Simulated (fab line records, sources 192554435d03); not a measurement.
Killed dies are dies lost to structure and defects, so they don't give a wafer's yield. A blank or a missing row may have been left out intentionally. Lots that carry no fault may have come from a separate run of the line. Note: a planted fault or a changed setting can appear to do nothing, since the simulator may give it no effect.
fab line records | flow n5_finfet | part 2 of 2: steps 21 to 28 of 28
record: lots: 5 wafers: 15 last_day: 17
route steps=1938 shown BEOL_M7@1287
lots that met no fault: taken from a fault-free run of the same line
start_h: hours from the record's opening day to when the first of the lot's shown wafers began | wait_h: hours from the lot's prior step to this one | " same as the row above | L1.1+2: one row covering several wafers at once | - no value, or no start was given | * or withheld: withheld | < > ~ a bound
route shown NAME@n: a module of which the file shows steps, and the number in the route of the first | usual: average and standard deviation across the fault-free wafers | same: alike in all rows | chamber/n: place in a boat | sites: readings site by site | _std_site: the standard deviation of these | _edge_site: the outer-site mean with the inner-site mean subtracted | radius_mm: for every site, how far away it sits from the centre of the wafer | mask NAME#n: copy n | behind: the most recent tool/chamber to have shaped the wafer | hold: the reason the lot was held/the length of the hold in hours/how it ended | device: names the non-switching transistor (n, p or np) | end of line: the route-end tests of the same wafers | a step with no rows: only its recipe | killed: dies lost to structure and defects at the first sort, not the wafer's yield | map: per-die view of a wafer (x killed, . not killed, _ where there is no die)
set.NAME: the run value of the setting; set.NAME@STEP: its run value at that earlier step | model.NAME: the simulator's own value behind a step, which no gauge read
a table for each step, a row for each wafer; lots at some steps of the route
services: from which hour (start_h, from the record's first day; less than 0 if before it) a tool's chamber was out of use, for how many hours, and why
== steps ==
step: N5_BEOL_M7_STRIP_36
recipe: chemistry: N2/H2 power_w: 450 temp_c: 40 pressure_mtorr: 20 rf_frequency_hz: 6e+07 overash_fraction: 0.3 bias_power_w: 7 h2_frac: 0.5 n2_flow_sccm: 200 h2_flow_sccm: 200
usual: drypump_motor_current_A: 5.8/0.42 n2_flow_sccm: 200.1/0.58 oes_product_au: 0.79/0.089 power_w: 450.1/1.3 rf_vpp_V: 59.1/1.4 showerhead_plenum_p_Torr: 2.50/0.067 throttle_valve_pct: 23.6/0.37
columns lot.wafer tool chamber start_h wait_h drypump_motor_current_A n2_flow_sccm oes_product_au power_w rf_hours_counter_h rf_vpp_V showerhead_plenum_p_Torr throttle_valve_pct
L086.3 rie_diel-02 0 282.66 0.0 5.0 199.3 0.84 450.1 75 58.0 2.46 23.6
L086.5 " 0 " " 5.0 199.3 0.84 451.0 - 59.0 2.46 23.6
L086.6 " 1 " " 5.8 200.0 0.98 448.9 - 59.4 2.49 24.1
L088.2 rie_diel-01 1 286.14 0.0 5.5 200.3 0.73 448.3 204 60.2 2.40 23.2
L088.5 " 1 " " 5.5 199.5 0.71 448.9 - 58.2 2.40 23.2
L088.6 " 0 " " 6.3 199.5 0.90 450.3 - 59.4 2.46 23.1
L094.3 rie_diel-02 1 327.53 0.0 5.8 199.2 0.91 450.5 35 58.0 2.48 24.2
L094.4 " 0 " " 5.0 199.1 0.81 449.6 92 57.1 2.45 23.6
L094.6 " 3 " " 6.3 199.5 0.80 447.7 - 59.4 2.55 23.9
L093.1 rie_diel-02 2 330.50 0.0 6.1 200.3 0.68 449.5 219 61.1 2.61 23.8
L093.2 " 0 " " 5.0 200.1 0.81 450.2 93 59.0 2.45 23.7
L093.6 " 1 " " 5.8 200.1 0.90 450.4 - 58.4 2.48 24.1
L096.2 rie_diel-01 2 335.37 0.0 5.9 200.6 0.73 450.0 210 57.9 2.53 24.1
L096.3 " 0 " " 6.3 199.9 0.87 450.3 57 61.0 2.46 23.1
L096.6 " 3 " " 6.2 199.9 0.72 450.5 - 60.0 2.41 23.5
step: N5_BEOL_M7_TRENCH_ETCH_37
recipe: chemistry: C4F6/O2 target_depth_a: 934.78 target: SiCOH_lowk time_s: 31.2 ion_energy_ev: 250 pressure_mtorr: 30 source_w: 345 bias_w: 185 Ar_flow_sccm: 300 C4F6_flow_sccm: 10 O2_flow_sccm: 10
usual: O2_flow_sccm: 9.998/0.025 drypump_motor_current_A: 5.8/0.42 oes_product_au: 0.79/0.087 rf_vpp_V: 667/11 showerhead_plenum_p_Torr: 2.81/0.062 throttle_valve_pct: 20.96/0.26
columns lot.wafer tool chamber start_h wait_h O2_flow_sccm drypump_motor_current_A oes_product_au rf_hours_counter_h rf_vpp_V showerhead_plenum_p_Torr throttle_valve_pct
L086.3 rie_diel-02 0 - - 9.987 5.0 0.82 75 671 2.76 20.88
L086.5 " 0 " " 9.985 5.0 0.83 - 670 2.76 20.87
L086.6 " 1 " " 10.035 5.8 0.95 - 667 2.78 21.12
L088.2 rie_diel-01 1 - - 9.974 5.5 0.72 204 646 2.73 20.88
L088.5 " 1 " " 9.980 5.5 0.71 - 645 2.73 20.90
L088.6 " 0 " " 10.015 6.4 0.90 - 664 2.77 20.53
L094.3 rie_diel-02 1 - - 10.018 5.8 0.90 35 667 2.77 21.15
L094.4 " 0 " " 10.024 5.0 0.81 92 670 2.75 20.89
L094.6 " 3 " " 10.019 6.3 0.79 - 679 2.86 21.01
L093.1 rie_diel-02 2 - - 10.028 6.0 0.68 219 665 2.90 21.14
L093.2 " 0 " " 10.023 5.0 0.80 93 670 2.75 20.91
L093.6 " 1 " " 10.012 5.8 0.89 - 665 2.77 21.15
L096.2 rie_diel-01 2 - - 10.012 5.8 0.73 210 667 2.82 21.03
L096.3 " 0 " " 9.955 6.4 0.87 57 663 2.77 20.56
L096.6 " 3 " " 10.016 6.2 0.73 - 688 2.74 20.98
step: N5_BEOL_M7_ETCH_41
recipe: chemistry: CH3F/O2 target: SiCN target_depth_a: 319 taper_deg: 2 time_s: 57.8 ion_energy_ev: 120 mask_material: TiN pressure_mtorr: 30 source_w: 395 bias_w: 75 Ar_flow_sccm: 150 CH3F_flow_sccm: 30 O2_flow_sccm: 20
usual: O2_flow_sccm: 19.99/0.059 drypump_motor_current_A: 5.8/0.42 oes_product_au: 0.79/0.086 rf_vpp_V: 296.8/1.3 showerhead_plenum_p_Torr: 1.97/0.046 throttle_valve_pct: 16.36/0.24
columns lot.wafer tool chamber start_h wait_h O2_flow_sccm drypump_motor_current_A oes_product_au rf_hours_counter_h rf_vpp_V showerhead_plenum_p_Torr throttle_valve_pct
L086.3 rie_diel-02 0 - - 20.03 5.0 0.83 75 296.5 1.94 16.25
L086.5 " 0 " " 20.04 5.0 0.82 - 295.6 1.94 16.24
L086.6 " 1 " " 20.01 5.8 0.94 - 296.0 1.95 16.44
L088.2 rie_diel-01 1 - - 19.96 5.4 0.71 204 296.4 1.91 16.30
L088.5 " 1 " " 19.98 5.5 0.71 - 294.4 1.91 16.29
L088.6 " 0 " " 19.93 6.3 0.90 - 295.7 1.95 15.95
L094.3 rie_diel-02 1 - - 20.02 5.8 0.91 35 297.7 1.95 16.48
L094.4 " 0 " " 20.07 5.0 0.81 92 295.3 1.93 16.27
L094.6 " 3 " " 19.93 6.3 0.79 - 296.9 2.01 16.42
L093.1 rie_diel-02 2 - - 19.99 6.0 0.67 219 298.1 2.04 16.62
L093.2 " 0 " " 19.96 5.0 0.80 93 296.0 1.93 16.28
L093.6 " 1 " " 20.02 5.8 0.90 - 296.8 1.95 16.48
L096.2 rie_diel-01 2 - - 19.92 5.8 0.73 210 295.9 1.98 16.47
L096.3 " 0 " " 20.04 6.3 0.87 57 295.2 1.94 15.98
L096.6 " 3 " " 20.04 6.2 0.73 - 294.6 1.92 16.39
step: N5_BEOL_M7_STRIP_80
recipe: chemistry: N2/H2 time_s: 10 power_w: 450 temp_c: 40 pressure_mtorr: 20 rf_frequency_hz: 6e+07 bias_power_w: 7 n2_flow_sccm: 200 h2_flow_sccm: 200
usual: drypump_motor_current_A: 5.8/0.42 n2_flow_sccm: 200.0/0.58 oes_product_au: 0.79/0.088 rf_vpp_V: 59.1/0.82 showerhead_plenum_p_Torr: 2.50/0.067 throttle_valve_pct: 23.6/0.37
columns lot.wafer tool chamber start_h wait_h drypump_motor_current_A n2_flow_sccm oes_product_au rf_hours_counter_h rf_vpp_V showerhead_plenum_p_Torr throttle_valve_pct
L086.3 rie_diel-02 0 - - 5.0 200.0 0.83 75 57.9 2.46 23.6
L086.5 " 0 " " 5.0 199.7 0.84 - 58.9 2.46 23.7
L086.6 " 1 " " 5.8 200.4 0.96 - 59.8 2.49 24.1
L088.2 rie_diel-01 1 - - 5.4 199.8 0.71 204 59.1 2.40 23.2
L088.5 " 1 " " 5.4 198.9 0.71 - 58.3 2.40 23.2
L088.6 " 0 " " 6.4 200.6 0.88 - 59.3 2.46 23.1
L094.3 rie_diel-02 1 - - 5.8 199.1 0.91 35 59.2 2.48 24.1
L094.4 " 0 " " 5.0 200.3 0.80 92 56.8 2.45 23.7
L094.6 " 3 " " 6.3 201.3 0.78 - 59.2 2.55 23.9
L093.1 rie_diel-02 2 - - 6.0 200.3 0.69 219 58.1 2.61 23.8
L093.2 " 0 " " 5.0 200.5 0.80 93 59.0 2.45 23.7
L093.6 " 1 " " 5.8 200.1 0.91 - 59.5 2.48 24.1
L096.2 rie_diel-01 2 - - 5.8 200.8 0.75 210 57.5 2.53 24.1
L096.3 " 0 " " 6.3 200.1 0.87 57 59.7 2.46 23.1
L096.6 " 3 " " 6.2 200.1 0.73 - 60.0 2.41 23.4
step: N5_BEOL_M7_OCD_MEAS_38
usual: trench_depth_nm: 93.5/1.8
columns lot.wafer tool chamber start_h wait_h trench_depth_nm
L086.3 ocd-02 - 282.86 - 94.2
L086.5 " - " " 94.5
L086.6 " - " " 94.2
L088.2 ocd-01 - 286.34 - 92.5
L088.5 " - " " 90.9
L088.6 " - " " 96.1
L094.3 ocd-01 - 327.73 - 92.2
L094.4 " - " " 94.9
L094.6 " - " " 95.1
L093.1 ocd-01 - 330.70 - 88.7
L093.2 " - " " 94.2
L093.6 " - " " 92.8
L096.2 ocd-02 - 335.56 - 92.5
L096.3 " - " " 96.2
L096.6 " - " " 93.1
step: N5_BEOL_M7_HM_STRIP_39
recipe: chemistry: peroxide_tin_strip material: TiN target_depth_a: 250 temp_c: 50 time_s: 158
columns lot.wafer tool chamber start_h wait_h
L086.3+5+6 wet_bench-01 4,7,6 282.89 0.0
L088.2+5+6 wet_bench-02 5,1,2 286.37 0.0
L094.3+4+6 wet_bench-06 4,5,2 327.76 0.0
L093.1+2+6 wet_bench-02 4,7,5 330.73 0.0
L096.2+3+6 wet_bench-02 7,5,6 335.59 0.0
step: N5_BEOL_M7_SRD_40
recipe: time_s: 30 temp_c: 23 rinse_liquid: diw dry: ipa_marangoni
columns lot.wafer tool chamber start_h wait_h
L086.3+5+6 wet_bench-01 4,7,6 282.93 0.0
L088.2+5+6 wet_bench-02 5,1,2 286.42 0.0
L094.3+4+6 wet_bench-06 4,5,2 327.81 0.0
L093.1+2+6 wet_bench-02 4,7,5 330.78 0.0
L096.2+3+6 wet_bench-02 7,5,6 335.64 0.0
step: N5_BEOL_M7_PRECLEAN_42
recipe: chemistry: residue_remover time_s: 60 temp_c: 40
columns lot.wafer tool chamber start_h wait_h
L086.3+5+6 wet_bench-01 4,7,6 282.95 0.0
L088.2+5+6 wet_bench-02 5,1,2 286.43 0.0
L094.3+4+6 wet_bench-06 4,5,2 327.82 0.0
L093.1+2+6 wet_bench-02 4,7,5 330.79 0.0
L096.2+3+6 wet_bench-02 7,5,6 335.66 0.0
== services ==
columns tool chamber start_h hours kind
euv_scanner-01 - 271.70 0.7 repair
euv_scanner-02 - 273.87 1.0 pm
euv_scanner-01 - 287.92 0.9 repair
euv_scanner-01 - 290.44 1.0 pm
euv_scanner-02 - 313.17 4.6 pm
rie_diel-02 3 315.13 4.7 repair
euv_scanner-01 - 318.78 5.8 pm
euv_scanner-02 0 324.52 - calibration
euv_scanner-01 - 328.90 1.0 pm
euv_scanner-01 - 331.40 4.6 pm
